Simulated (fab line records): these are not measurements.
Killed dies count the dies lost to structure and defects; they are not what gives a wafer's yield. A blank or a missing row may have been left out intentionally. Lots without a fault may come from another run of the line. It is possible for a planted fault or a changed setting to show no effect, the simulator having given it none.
fab line records	flow n5Finfet
record: lots: 24	wafers: 72	lastDay: 17
route steps=1938 shown BEOL_M8@1379 BEOL_M9@1418
lots that met no fault: taken from a fault-free run of the same line
startH: the number of hours between the record's first day and the start of the first shown wafer of the lot	waitH: hours since the lot's step before	" as in the row above	L1.1+2: a single row standing in for several wafers	- value missing, or start not given	* or withheld: withheld	< > ~ a bound
route shown NAME@n: names a module that has steps shown in the file, with the first one's number in the route	usual: mean/standard deviation of fault-free wafers	same: alike in all rows	chamber/n: place in a boat	sites: per-site readings	_std_site: standard deviation across them	_edge_site: mean of outer sites minus mean of inner sites	radiusMm: how far each site lies from the wafer's centre	mask NAME#n: copy n	behind: the last tool/chamber to shape the wafer	hold: why the lot went on hold/how many hours it stayed there/how the hold came to an end	device: the transistor (n, p or np) that didn't switch	end of line: the same wafers' tests at the end of the route	step lacking rows: just its recipe	killed: not the wafer's yield, but the dies lost to structure and defects at the first sort	map: dies across one wafer; x = killed, . = not, _ = none there
set.NAME: the setting that was run; set.NAME@STEP: the one run at that earlier step	model.NAME: the simulator's own value behind a step, which no gauge read
one table for each step of the route and one row for each wafer, over a sample of lots
services: from which hour (startH, from the record's first day; less than 0 if before it) a tool's chamber was out of use, for how many hours, and why
== steps ==
step: N5_BEOL_M8_STRIP_80
recipe: chemistry: N2/H2	timeS: 10	powerW: 450	tempC: 40	pressureMtorr: 20	rfFrequencyHz: 6e+07	biasPowerW: 7	n2FlowSccm: 200	h2FlowSccm: 200
usual: drypumpMotorCurrentA: 5.5/0.38	oesProductAu: 0.81/0.091	rfVppV: 59.0/0.91	showerheadPlenumPTorr: 2.53/0.11	tempC: 40.01/0.12	throttleValvePct: 23.6/0.36
lot.wafer	tool	chamber	startH	waitH	drypumpMotorCurrentA	oesProductAu	rfHoursCounterH	rfVppV	showerheadPlenumPTorr	tempC	throttleValvePct
L075.1	rieDiel-05	1	-	-	5.6	0.78	82	58.3	2.46	40.04	23.5
L075.2	"	0	"	"	4.8	0.70	205	59.1	2.43	40.12	23.9
L075.5	"	3	"	"	5.0	0.71	-	61.3	2.60	40.08	23.3
L074.2	rieDiel-04	0	-	-	6.0	0.90	21	59.3	2.59	40.01	23.2
L074.4	"	2	"	"	5.6	0.68	-	58.1	2.57	39.94	23.6
L074.5	"	0	"	"	6.1	0.90	-	60.3	2.59	40.09	23.2
L076.3	rieDiel-05	1	-	-	5.6	0.79	83	59.5	2.46	39.94	23.5
L076.5	"	0	"	"	4.9	0.70	-	58.2	2.43	39.99	23.8
L076.6	"	1	"	"	5.6	0.77	-	59.2	2.46	39.93	23.5
L077.2	rieDiel-04	0	-	-	6.0	0.88	31	59.3	2.59	39.99	23.3
L077.3	"	3	"	"	5.1	0.88	20	59.0	2.61	40.10	23.2
L077.4	"	0	"	"	6.0	0.88	-	57.3	2.59	40.06	23.2
L078.2	rieDiel-05	1	-	-	5.5	0.77	89	59.4	2.46	40.23	23.5
L078.3	"	3	"	"	5.0	0.69	237	60.6	2.59	40.12	23.3
L078.4	"	0	"	"	4.9	0.70	213	58.7	2.43	40.03	23.9
L079.2	rieDiel-04	0	-	-	6.0	0.87	32	59.0	2.59	40.01	23.2
L079.3	"	3	"	"	5.1	0.88	21	58.4	2.61	40.01	23.2
L079.6	"	2	"	"	5.7	0.96	-	59.9	2.57	39.94	23.5
L080.3	rieDiel-04	1	-	-	5.6	0.97	13	59.8	2.72	40.00	23.7
L080.4	"	3	"	"	5.1	0.88	23	58.3	2.61	40.25	23.2
L080.6	"	3	"	"	5.1	0.88	-	58.9	2.61	39.95	23.2
L082.1	rieDiel-05	3	-	-	5.0	0.69	243	60.3	2.59	39.89	23.3
L082.2	"	1	"	"	5.6	0.78	96	58.0	2.46	40.10	23.5
L082.3	"	2	"	"	5.7	0.75	168	58.9	2.34	40.09	24.4
L081.3	rieDiel-04	1	-	-	5.6	0.96	17	59.5	2.72	40.15	23.7
L081.4	"	3	"	"	5.0	0.87	27	58.9	2.61	39.94	23.2
L081.6	"	1	"	"	5.6	0.97	-	60.4	2.72	40.12	23.7
L084.2	rieDiel-04	0	-	-	6.0	0.87	39	57.7	2.58	39.93	23.2
L084.3	"	2	"	"	5.7	0.92	9	59.2	2.57	40.24	23.5
L084.4	"	3	"	"	5.0	0.87	28	60.2	2.60	40.20	23.2
L083.2	rieDiel-05	2	-	-	5.7	0.75	169	58.5	2.34	40.26	24.4
L083.5	"	3	"	"	5.0	0.69	-	58.5	2.59	39.94	23.3
L083.6	"	1	"	"	5.6	0.77	-	59.5	2.46	39.97	23.5
L085.1	rieDiel-05	1	-	-	5.6	0.75	108	58.6	2.45	40.17	23.5
L085.4	"	0	"	"	4.9	0.70	-	58.2	2.42	40.01	23.9
L085.5	"	1	"	"	5.6	0.75	-	60.1	2.45	39.95	23.6
L086.1	rieDiel-05	0	-	-	4.9	0.69	230	57.8	2.42	40.12	23.9
L086.2	"	2	"	"	5.7	0.74	183	58.2	2.34	40.05	24.4
L086.6	"	1	"	"	5.6	0.75	-	57.3	2.45	40.34	23.6
L087.1	rieDiel-05	0	-	-	4.9	0.70	233	58.5	2.42	39.95	23.9
L087.2	"	3	"	"	5.0	0.97	2	58.8	2.59	40.13	23.0
L087.4	"	2	"	"	5.7	0.73	186	59.0	2.33	39.76	24.4
L088.2	rieDiel-04	3	-	-	5.1	0.84	45	59.6	2.60	39.89	23.2
L088.5	"	0	"	"	6.0	0.84	-	58.7	2.58	39.97	23.3
L088.6	"	3	"	"	5.1	0.83	-	57.3	2.60	40.03	23.2
L089.1	rieDiel-01	2	-	-	5.4	0.79	112	58.4	2.54	40.16	23.4
L089.4	"	3	"	"	5.9	0.68	236	59.8	2.62	39.98	23.8
L089.6	"	1	"	"	5.2	0.72	-	60.4	2.52	40.01	23.7
L090.1	rieDiel-01	0	-	-	6.0	0.85	82	57.4	2.44	40.01	23.5
L090.3	"	3	"	"	5.9	0.68	240	59.1	2.61	40.09	23.8
L090.5	"	0	"	"	6.0	0.85	-	59.9	2.44	40.11	23.5
L091.2	rieDiel-01	1	-	-	5.2	0.73	198	59.6	2.51	40.02	23.7
L091.4	"	2	"	"	5.4	0.79	-	60.4	2.54	40.07	23.4
L091.6	"	3	"	"	5.9	0.68	-	60.3	2.61	40.00	23.8
L092.2	rieDiel-04	0	-	-	6.0	0.83	63	59.2	2.57	39.88	23.3
L092.4	"	1	"	"	5.6	0.91	42	60.2	2.71	40.07	23.7
L092.6	"	1	"	"	5.6	0.91	-	59.3	2.71	40.13	23.7
L093.2	rieDiel-05	1	-	-	5.5	0.74	129	59.0	2.44	40.13	23.6
L093.3	"	3	"	"	5.0	0.92	9	58.6	2.59	39.87	23.0
L093.5	"	0	"	"	4.9	0.68	-	58.7	2.41	39.79	23.9
L094.1	rieDiel-04	2	-	-	5.7	0.87	39	59.6	2.55	39.76	23.6
L094.5	"	1	"	"	5.6	0.90	-	60.3	2.71	40.09	23.7
L094.6	"	2	"	"	5.7	0.87	-	58.9	2.55	39.87	23.6
L095.1	rieDiel-04	3	-	-	5.0	0.82	62	58.2	2.59	39.98	23.2
L095.2	"	0	"	"	6.0	0.83	69	58.7	2.57	40.13	23.3
L095.5	"	3	"	"	5.0	0.82	-	59.1	2.59	40.16	23.3
L097.3	rieDiel-05	2	-	-	5.7	0.72	207	58.5	2.33	40.10	24.4
L097.5	"	1	"	"	5.6	0.73	-	58.1	2.44	39.98	23.6
L097.6	"	3	"	"	5.0	0.90	-	61.0	2.58	40.04	23.0
L096.2	rieDiel-04	2	-	-	5.7	0.85	44	57.9	2.55	39.80	23.6
L096.4	"	1	"	"	5.6	0.89	49	57.3	2.71	39.98	23.7
L096.6	"	1	"	"	5.6	0.91	-	59.0	2.71	39.95	23.7
step: N5_BEOL_M8_CD_MEAS_35
recipe: targetCdNm: 40	polarity: opening
usual: cdNm: 39.7/0.72
lot.wafer	tool	chamber	startH	waitH	cdNm
L075.1	cdSem-01	-	210.47	0.0	39.2
L075.2	"	-	"	"	39.5
L075.5	"	-	"	"	39.4
L074.2	cdSem-02	-	210.84	0.0	39.3
L074.4	"	-	"	"	40.2
L074.5	"	-	"	"	38.9
L076.3	cdSem-03	-	212.98	0.0	40.0
L076.5	"	-	"	"	40.4
L076.6	"	-	"	"	40.6
L077.2	cdSem-01	-	231.71	0.0	38.9
L077.3	"	-	"	"	39.5
L077.4	"	-	"	"	38.4
L078.2	cdSem-03	-	232.28	0.0	38.8
L078.3	"	-	"	"	40.2
L078.4	"	-	"	"	40.4
L079.2	cdSem-03	-	234.93	0.0	39.9
L079.3	"	-	"	"	39.1
L079.6	"	-	"	"	40.1
L080.3	cdSem-01	-	241.55	0.0	41.6
L080.4	"	-	"	"	41.0
L080.6	"	-	"	"	40.9
L082.1	cdSem-01	-	251.34	0.0	40.1
L082.2	"	-	"	"	39.6
L082.3	"	-	"	"	39.2
L081.3	cdSem-02	-	251.90	0.0	39.5
L081.4	"	-	"	"	39.0
L081.6	"	-	"	"	39.9
L084.2	cdSem-02	-	254.54	0.0	39.7
L084.3	"	-	"	"	39.4
L084.4	"	-	"	"	39.6
L083.2	cdSem-01	-	254.77	0.0	39.6
L083.5	"	-	"	"	40.8
L083.6	"	-	"	"	40.2
L085.1	cdSem-02	-	276.39	0.0	40.2
L085.4	"	-	"	"	40.1
L085.5	"	-	"	"	39.5
L086.1	cdSem-02	-	282.03	0.0	40.1
L086.2	"	-	"	"	39.9
L086.6	"	-	"	"	39.7
L087.1	cdSem-03	-	289.16	0.0	40.8
L087.2	"	-	"	"	38.8
L087.4	"	-	"	"	38.8
L088.2	cdSem-01	-	291.55	0.0	40.5
L088.5	"	-	"	"	38.9
L088.6	"	-	"	"	40.8
L089.1	cdSem-03	-	300.06	0.0	39.9
L089.4	"	-	"	"	39.1
L089.6	"	-	"	"	40.3
L090.1	cdSem-02	-	310.76	0.0	40.6
L090.3	"	-	"	"	40.3
L090.5	"	-	"	"	39.8
L091.2	cdSem-01	-	312.94	0.0	39.2
L091.4	"	-	"	"	40.6
L091.6	"	-	"	"	40.0
L092.2	cdSem-03	-	321.96	0.0	39.9
L092.4	"	-	"	"	38.9
L092.6	"	-	"	"	38.3
L093.2	cdSem-02	-	331.26	0.0	39.3
L093.3	"	-	"	"	38.9
L093.5	"	-	"	"	39.0
L094.1	cdSem-02	-	331.33	0.0	40.7
L094.5	"	-	"	"	40.2
L094.6	"	-	"	"	39.6
L095.1	cdSem-01	-	342.70	0.0	39.7
L095.2	"	-	"	"	39.8
L095.5	"	-	"	"	40.6
L097.3	cdSem-02	-	346.18	0.0	39.6
L097.5	"	-	"	"	39.4
L097.6	"	-	"	"	40.0
L096.2	cdSem-03	-	346.28	0.0	39.6
L096.4	"	-	"	"	39.6
L096.6	"	-	"	"	39.1
step: N5_BEOL_M9_ETCH_61
recipe: chemistry: CF4	target: SiARC	targetDepthA: 390	maskMaterial: CAR-ArF	timeS: 65	ionEnergyEv: 80	pressureMtorr: 40	sourceW: 545	biasW: 36	Ar_flow_sccm: 100	cf4FlowSccm: 100	ends: cleared
usual: drypumpMotorCurrentA: 5.9/0.45	etchRfOnTimeS: 66.2/2.3	mfcArSccm: 100.01/0.3	oesProductAu: 0.69/0.077	rfVppV: 184.0/1.2	showerheadPlenumPTorr: 2.14/0.059	throttleValvePct: 15.6/0.32
lot.wafer	tool	chamber	startH	waitH	drypumpMotorCurrentA	etchRfOnTimeS	mfcArSccm	oesProductAu	rfHoursCounterH	rfVppV	showerheadPlenumPTorr	throttleValvePct
L075.1	rieDiel-06	2	217.09	0.0	5.4	69.8	99.73	0.62	173	183.8	2.15	16.0
L075.2	"	1	"	"	5.5	61.9	100.17	0.81	21	183.7	2.10	15.4
L075.5	"	2	"	"	5.4	69.0	100.33	0.62	-	185.3	2.15	16.0
L074.2	rieDiel-03	0	217.62	0.0	6.2	65.5	99.37	0.80	14	183.1	2.08	15.0
L074.4	"	1	"	"	5.7	64.1	99.99	0.64	187	183.6	2.06	16.0
L074.5	"	0	"	"	6.2	66.0	99.57	0.80	-	183.0	2.08	15.0
L076.3	rieDiel-06	0	218.08	0.0	6.1	62.1	100.14	0.71	91	183.6	2.17	15.8
L076.5	"	1	"	"	5.5	61.3	99.87	0.81	-	183.9	2.10	15.4
L076.6	"	0	"	"	6.0	61.9	99.72	0.71	-	184.2	2.17	15.8
L077.2	rieDiel-06	1	236.01	0.0	5.5	61.5	99.73	0.79	26	184.7	2.10	15.4
L077.3	"	0	"	"	6.0	62.2	99.78	0.71	96	184.1	2.17	15.8
L077.4	"	3	"	"	5.4	65.8	99.53	0.73	52	185.6	2.25	15.3
L078.2	rieDiel-02	0	239.48	0.0	6.2	65.6	100.28	0.58	230	185.2	2.22	15.6
L078.3	"	2	"	"	6.1	64.0	100.20	0.80	13	184.0	2.11	15.5
L078.4	"	3	"	"	5.2	63.9	99.69	0.71	70	185.9	2.09	15.4
L079.2	rieDiel-03	2	240.58	0.0	6.6	67.5	100.30	0.75	29	184.2	2.18	15.4
L079.3	"	3	"	"	5.7	69.1	99.93	0.56	234	184.7	2.20	15.9
L079.6	"	2	"	"	6.6	67.7	99.80	0.75	-	184.3	2.18	15.4
L080.3	rieDiel-03	0	248.43	0.0	6.2	66.4	100.21	0.78	22	184.7	2.07	15.0
L080.4	"	2	"	"	6.6	67.8	99.48	0.74	32	185.5	2.18	15.4
L080.6	"	0	"	"	6.2	66.3	99.84	0.78	-	183.5	2.07	15.0
L082.1	rieDiel-03	0	255.86	0.0	6.2	65.9	99.79	0.78	24	183.0	2.07	15.0
L082.2	"	3	"	"	5.7	69.8	100.05	0.56	239	186.3	2.20	15.9
L082.3	"	2	"	"	6.6	68.5	100.16	0.75	34	184.2	2.18	15.4
L081.3	rieDiel-03	3	257.29	0.0	5.7	69.6	99.47	0.56	239	184.4	2.20	15.9
L081.4	"	0	"	"	6.2	65.9	100.29	0.78	25	184.1	2.07	15.0
L081.6	"	3	"	"	5.7	69.9	99.97	0.56	-	184.2	2.20	15.9
L083.2	rieDiel-03	0	259.63	0.0	6.2	65.4	99.89	0.79	25	182.9	2.07	15.0
L083.5	"	2	"	"	6.6	67.0	100.00	0.75	-	185.3	2.18	15.4
L083.6	"	1	"	"	5.7	64.9	100.56	0.62	-	183.6	2.06	16.0
L084.2	rieDiel-03	2	259.88	0.0	6.5	67.6	100.23	0.74	36	185.3	2.18	15.4
L084.3	"	3	"	"	5.7	69.5	100.11	0.56	240	183.9	2.20	15.9
L084.4	"	1	"	"	5.7	65.0	100.18	0.62	199	183.3	2.06	16.1
L085.1	rieDiel-06	3	282.71	0.0	5.4	66.3	100.03	0.71	67	185.9	2.25	15.4
L085.4	"	1	"	"	5.5	62.1	100.38	0.77	38	181.7	2.10	15.4
L085.5	"	2	"	"	5.4	70.6	99.43	0.60	-	182.0	2.14	16.0
L086.1	rieDiel-03	2	287.88	0.0	6.6	66.7	99.69	0.74	45	183.2	2.17	15.4
L086.2	"	3	"	"	5.7	69.2	100.18	0.55	247	184.6	2.20	15.9
L086.6	"	3	"	"	5.7	68.5	100.01	0.55	-	185.5	2.20	15.9
L087.1	rieDiel-02	3	297.93	0.0	5.2	64.7	100.16	0.69	89	181.8	2.08	15.5
L087.2	"	0	"	"	6.3	66.4	100.05	0.56	247	186.0	2.21	15.6
L087.4	"	2	"	"	6.1	65.3	100.02	0.76	32	183.2	2.10	15.6
L088.2	rieDiel-02	0	298.18	0.0	6.3	67.2	100.23	0.56	247	185.1	2.21	15.6
L088.5	"	3	"	"	5.3	64.6	99.63	0.69	-	182.3	2.08	15.5
L088.6	"	2	"	"	6.1	65.6	100.05	0.76	-	183.4	2.10	15.6
L089.1	rieDiel-02	0	307.29	0.0	6.3	67.0	100.07	0.56	250	186.0	2.21	15.7
L089.4	"	1	"	"	6.6	67.8	99.05	0.64	130	185.4	2.15	15.5
L089.6	"	0	"	"	6.3	67.4	99.91	0.56	-	185.5	2.21	15.7
L090.1	rieDiel-02	3	317.23	0.0	5.3	65.6	99.66	0.69	95	182.7	2.08	15.5
L090.3	"	2	"	"	6.1	67.0	99.89	0.74	38	183.1	2.10	15.6
L090.5	"	1	"	"	6.6	68.9	99.40	0.64	-	184.3	2.15	15.5
L091.2	rieDiel-06	0	319.21	0.0	6.1	63.1	100.21	0.68	119	183.7	2.16	15.9
L091.4	"	1	"	"	5.5	61.9	100.64	0.77	47	184.2	2.09	15.4
L091.6	"	1	"	"	5.5	62.7	100.01	0.75	-	182.6	2.09	15.4
L092.2	rieDiel-06	3	328.54	0.0	5.4	66.4	99.62	0.70	80	186.7	2.25	15.4
L092.4	"	1	"	"	5.5	61.0	100.09	0.76	49	182.7	2.09	15.4
L092.6	"	1	"	"	5.5	61.5	99.57	0.76	-	184.7	2.09	15.4
L093.2	rieDiel-02	3	338.05	0.0	5.2	65.2	100.06	0.67	101	183.1	2.08	15.5
L093.3	"	0	"	"	6.3	65.9	99.69	0.79	3	184.4	2.21	15.2
L093.5	"	2	"	"	6.1	66.9	100.38	0.73	-	184.9	2.10	15.6
L094.1	rieDiel-03	3	338.12	0.0	5.7	66.6	100.11	0.78	8	183.7	2.19	15.5
L094.5	"	2	"	"	6.6	66.8	100.13	0.72	-	183.0	2.17	15.4
L094.6	"	3	"	"	5.7	66.4	99.93	0.78	-	184.5	2.19	15.5
L095.1	rieDiel-03	3	350.10	0.0	5.7	67.6	100.09	0.76	11	184.1	2.19	15.5
L095.2	"	2	"	"	6.6	68.0	99.70	0.71	64	183.9	2.17	15.4
L095.5	"	0	"	"	6.2	64.9	100.21	0.74	-	184.3	2.06	15.1
L097.3	rieDiel-02	0	351.18	0.0	6.2	66.1	100.06	0.78	8	184.5	2.21	15.2
L097.5	"	2	"	"	6.1	66.7	99.46	0.73	-	184.6	2.10	15.6
L097.6	"	1	"	"	6.6	68.3	100.52	0.63	-	184.2	2.14	15.5
L096.2	rieDiel-03	0	352.30	0.0	6.2	65.1	100.09	0.74	54	183.5	2.06	15.1
L096.4	"	2	"	"	6.6	67.1	100.42	0.71	65	184.2	2.17	15.5
L096.6	"	3	"	"	5.7	66.5	99.58	0.77	-	182.8	2.19	15.4
step: N5_BEOL_M9_CD_MEAS_18
recipe: pitchNm: 140	targetCdNm: 70
usual: cdNm: 69.7/0.81
lot.wafer	tool	chamber	startH	waitH	cdNm
L075.1	cdSem-02	-	217.62	0.0	69.3
L075.2	"	-	"	"	69.1
L075.5	"	-	"	"	69.9
L074.2	cdSem-02	-	218.08	0.1	69.7
L074.4	"	-	"	"	69.4
L074.5	"	-	"	"	69.1
L076.3	cdSem-03	-	218.51	0.1	69.8
L076.5	"	-	"	"	67.9
L076.6	"	-	"	"	70.1
L077.2	cdSem-02	-	236.43	0.1	68.7
L077.3	"	-	"	"	71.1
L077.4	"	-	"	"	69.2
L078.2	cdSem-01	-	240.10	0.1	70.9
L078.3	"	-	"	"	70.4
L078.4	"	-	"	"	68.9
L079.2	cdSem-03	-	241.09	0.1	69.8
L079.3	"	-	"	"	69.5
L079.6	"	-	"	"	69.3
L080.3	cdSem-02	-	248.85	0.1	68.9
L080.4	"	-	"	"	69.3
L080.6	"	-	"	"	69.2
L082.1	cdSem-02	-	256.28	0.0	69.5
L082.2	"	-	"	"	70.1
L082.3	"	-	"	"	69.6
L081.3	cdSem-03	-	257.75	0.1	71.1
L081.4	"	-	"	"	70.8
L081.6	"	-	"	"	71.2
L083.2	cdSem-01	-	260.15	0.1	69.5
L083.5	"	-	"	"	69.7
L083.6	"	-	"	"	68.8
L084.2	cdSem-02	-	260.30	0.1	71.0
L084.3	"	-	"	"	70.2
L084.4	"	-	"	"	70.3
L085.1	cdSem-03	-	283.14	0.0	69.7
L085.4	"	-	"	"	71.0
L085.5	"	-	"	"	69.6
L086.1	cdSem-01	-	288.30	0.0	71.0
L086.2	"	-	"	"	69.9
L086.6	"	-	"	"	71.3
L087.1	cdSem-01	-	298.35	0.0	70.6
L087.2	"	-	"	"	70.6
L087.4	"	-	"	"	70.1
L088.2	cdSem-01	-	298.60	0.1	70.1
L088.5	"	-	"	"	70.4
L088.6	"	-	"	"	69.9
L089.1	cdSem-02	-	307.74	0.0	69.9
L089.4	"	-	"	"	68.6
L089.6	"	-	"	"	68.7
L090.1	cdSem-02	-	317.64	0.0	69.5
L090.3	"	-	"	"	70.6
L090.5	"	-	"	"	70.3
L091.2	cdSem-02	-	319.63	0.1	71.1
L091.4	"	-	"	"	69.0
L091.6	"	-	"	"	69.6
L092.2	cdSem-01	-	328.96	0.1	68.5
L092.4	"	-	"	"	69.3
L092.6	"	-	"	"	69.5
L093.2	cdSem-03	-	338.48	0.1	69.8
L093.3	"	-	"	"	69.8
L093.5	"	-	"	"	69.6
L094.1	cdSem-02	-	338.76	0.0	69.0
L094.5	"	-	"	"	70.4
L094.6	"	-	"	"	69.6
L095.1	cdSem-03	-	350.62	0.0	69.0
L095.2	"	-	"	"	69.7
L095.5	"	-	"	"	70.1
L097.3	cdSem-03	-	351.72	0.1	70.1
L097.5	"	-	"	"	68.8
L097.6	"	-	"	"	68.8
L096.2	cdSem-03	-	352.98	0.1	71.0
L096.4	"	-	"	"	68.3
L096.6	"	-	"	"	69.5
step: N5_BEOL_M9_OVL_MEAS_29
recipe: pointsPerWafer: 522
usual: V8_OVL: -0.1/0.72
same: pointsPerWafer: 522
lot.wafer	tool	chamber	startH	waitH	V8_OVL[nm]
L075.1	overlay-02	0	220.11	0.0	0.6
L075.2	"	0	"	"	0.7
L075.5	"	0	"	"	0.3
L074.2	overlay-02	0	220.16	0.0	1.0
L074.4	"	0	"	"	0.9
L074.5	"	0	"	"	0.6
L076.3	overlay-02	0	220.34	0.0	-0.5
L076.5	"	0	"	"	0.0
L076.6	"	0	"	"	-0.5
L077.2	overlay-01	0	239.26	0.0	0.1
L077.3	"	0	"	"	-0.1
L077.4	"	0	"	"	1.1
L078.2	overlay-01	0	240.58	0.0	-0.7
L078.3	"	0	"	"	-0.4
L078.4	"	0	"	"	-0.7
L079.2	overlay-02	0	241.54	0.0	1.0
L079.3	"	0	"	"	0.8
L079.6	"	0	"	"	0.2
L080.3	overlay-02	0	250.61	0.0	0.8
L080.4	"	0	"	"	-0.7
L080.6	"	0	"	"	-0.5
L082.1	overlay-01	0	258.19	0.0	0.8
L082.2	"	0	"	"	0.4
L082.3	"	0	"	"	0.9
L081.3	overlay-01	0	258.24	0.0	0.6
L081.4	"	0	"	"	0.9
L081.6	"	0	"	"	1.0
L083.2	overlay-01	0	262.75	0.0	-0.6
L083.5	"	0	"	"	-1.0
L083.6	"	0	"	"	0.0
L084.2	overlay-02	0	262.93	0.0	0.0
L084.3	"	0	"	"	-0.3
L084.4	"	0	"	"	-0.7
L085.1	overlay-01	0	284.26	0.0	0.3
L085.4	"	0	"	"	0.9
L085.5	"	0	"	"	-1.3
L086.1	overlay-02	0	288.66	0.0	-0.3
L086.2	"	0	"	"	-0.4
L086.6	"	0	"	"	-1.1
L087.1	overlay-02	0	299.38	0.0	-0.5
L087.2	"	0	"	"	-0.7
L087.4	"	0	"	"	-0.1
L088.2	overlay-01	0	299.43	0.0	-0.3
L088.5	"	0	"	"	-0.5
L088.6	"	0	"	"	0.6
L089.1	overlay-02	0	309.58	0.0	-0.2
L089.4	"	0	"	"	-0.3
L089.6	"	0	"	"	-0.7
L090.1	overlay-01	0	320.06	0.0	1.4
L090.3	"	0	"	"	1.4
L090.5	"	0	"	"	0.9
L091.2	overlay-02	0	320.23	0.0	-0.7
L091.4	"	0	"	"	-0.8
L091.6	"	0	"	"	-1.3
L092.2	overlay-02	0	330.23	0.0	-0.6
L092.4	"	0	"	"	-0.9
L092.6	"	0	"	"	-0.6
L093.2	overlay-02	0	338.82	0.0	0.6
L093.3	"	0	"	"	0.1
L093.5	"	0	"	"	0.4
L094.1	overlay-01	0	341.56	0.0	-0.7
L094.5	"	0	"	"	-0.1
L094.6	"	0	"	"	0.6
L095.1	overlay-01	0	351.42	0.0	-1.5
L095.2	"	0	"	"	-0.6
L095.5	"	0	"	"	-1.0
L097.3	overlay-01	0	352.21	0.0	-0.7
L097.5	"	0	"	"	0.4
L097.6	"	0	"	"	-0.4
L096.2	overlay-01	0	353.95	0.0	0.0
L096.4	"	0	"	"	-0.5
L096.6	"	0	"	"	-0.6
step: N5_BEOL_M9_SPUTTER_48
recipe: material: Cu	targetThkA: 120	tempC: -20	biasV: 60	powerW: 26000	chamberPressurePa: 0.13	timeS: 2
usual: throttleValvePct: 29.8/1
lot.wafer	tool	chamber	startH	waitH	throttleValvePct
L074.2	pvdSputter-03	-	222.01	0.1	28.9
L074.4	"	-	"	"	29.8
L074.5	"	-	"	"	30.2
L075.1	pvdSputter-03	-	222.09	0.2	28.8
L075.2	"	-	"	"	29.9
L075.5	"	-	"	"	29.9
L076.3	pvdSputter-01	-	225.48	0.1	29.9
L076.5	"	-	"	"	31.7
L076.6	"	-	"	"	31.0
L077.2	pvdSputter-02	-	241.08	0.1	29.9
L077.3	"	-	"	"	27.8
L077.4	"	-	"	"	30.8
L078.2	pvdSputter-02	-	242.95	0.1	29.4
L078.3	"	-	"	"	27.6
L078.4	"	-	"	"	29.7
L079.2	pvdSputter-03	-	244.08	0.2	29.5
L079.3	"	-	"	"	30.0
L079.6	"	-	"	"	30.5
L080.3	pvdSputter-02	-	253.01	0.4	29.5
L080.4	"	-	"	"	29.6
L080.6	"	-	"	"	29.4
L082.1	pvdSputter-02	-	260.10	0.1	29.7
L082.2	"	-	"	"	27.8
L082.3	"	-	"	"	29.9
L081.3	pvdSputter-02	-	260.54	0.1	29.6
L081.4	"	-	"	"	28.0
L081.6	"	-	"	"	27.9
L083.2	pvdSputter-01	-	265.21	0.1	29.4
L083.5	"	-	"	"	29.7
L083.6	"	-	"	"	30.9
L084.2	pvdSputter-01	-	265.33	0.2	29.1
L084.3	"	-	"	"	30.0
L084.4	"	-	"	"	31.7
L085.1	pvdSputter-03	-	287.80	0.3	28.7
L085.4	"	-	"	"	29.7
L085.5	"	-	"	"	28.6
L086.1	pvdSputter-02	-	292.11	0.1	27.9
L086.2	"	-	"	"	31.1
L086.6	"	-	"	"	29.5
L088.2	pvdSputter-03	-	302.05	0.5	29.9
L088.5	"	-	"	"	29.5
L088.6	"	-	"	"	28.8
L087.1	pvdSputter-03	-	302.61	0.1	29.4
L087.2	"	-	"	"	28.7
L087.4	"	-	"	"	30.2
L089.1	pvdSputter-02	-	311.31	0.1	29.5
L089.4	"	-	"	"	27.8
L089.6	"	-	"	"	29.5
L090.1	pvdSputter-03	-	322.47	0.1	30.1
L090.3	"	-	"	"	29.6
L090.5	"	-	"	"	30.1
L091.2	pvdSputter-03	-	322.55	0.1	29.5
L091.4	"	-	"	"	30.1
L091.6	"	-	"	"	28.7
L092.2	pvdSputter-01	-	332.24	0.1	31.7
L092.4	"	-	"	"	29.8
L092.6	"	-	"	"	29.3
L093.2	pvdSputter-01	-	342.87	0.2	29.8
L093.3	"	-	"	"	30.9
L093.5	"	-	"	"	29.7
L094.1	pvdSputter-02	-	343.68	0.1	27.7
L094.5	"	-	"	"	31.0
L094.6	"	-	"	"	29.7
L095.1	pvdSputter-01	-	354.00	0.2	31.9
L095.2	"	-	"	"	29.6
L095.5	"	-	"	"	29.8
L097.3	pvdSputter-02	-	356.92	0.1	29.5
L097.5	"	-	"	"	29.6
L097.6	"	-	"	"	27.7
L096.2	pvdSputter-02	-	357.00	0.1	29.4
L096.4	"	-	"	"	31.0
L096.6	"	-	"	"	31.0
== services ==
tool	chamber	startH	hours	kind
rieDiel-01	3	195.47	16.5	repair
rieDiel-04	1	196.86	-	clean
rieDiel-04	1	196.86	-	consumableReplace:focusRing
rieDiel-04	1	196.86	-	consumableReplace:showerhead
rieDiel-04	1	196.86	14.6	scheduledDown
rieDiel-04	1	196.86	14.6	ventCycle
rieDiel-04	0	199.60	4.3	repair
rieDiel-04	2	211.62	-	clean
rieDiel-04	2	211.62	-	consumableReplace:focusRing
rieDiel-04	2	211.62	19.5	scheduledDown
rieDiel-04	2	211.62	19.5	ventCycle
rieDiel-05	0	245.48	11.8	repair
rieDiel-01	-	259.93	15.6	pm
rieDiel-06	1	268.83	5.7	repair
rieDiel-01	1	286.84	1.3	repair
rieDiel-03	0	288.35	3.7	repair
rieDiel-05	3	295.88	15.1	repair
rieDiel-03	3	298.09	-	clean
rieDiel-03	3	298.09	-	consumableReplace:focusRing
rieDiel-03	3	298.09	12.6	scheduledDown
rieDiel-01	0	311.92	8.4	repair
rieDiel-05	0	314.81	2.2	repair
rieDiel-06	-	351.47	2.8	pm
pvdSputter-03	-	355.57	0.7	repair
== key ==
fault none
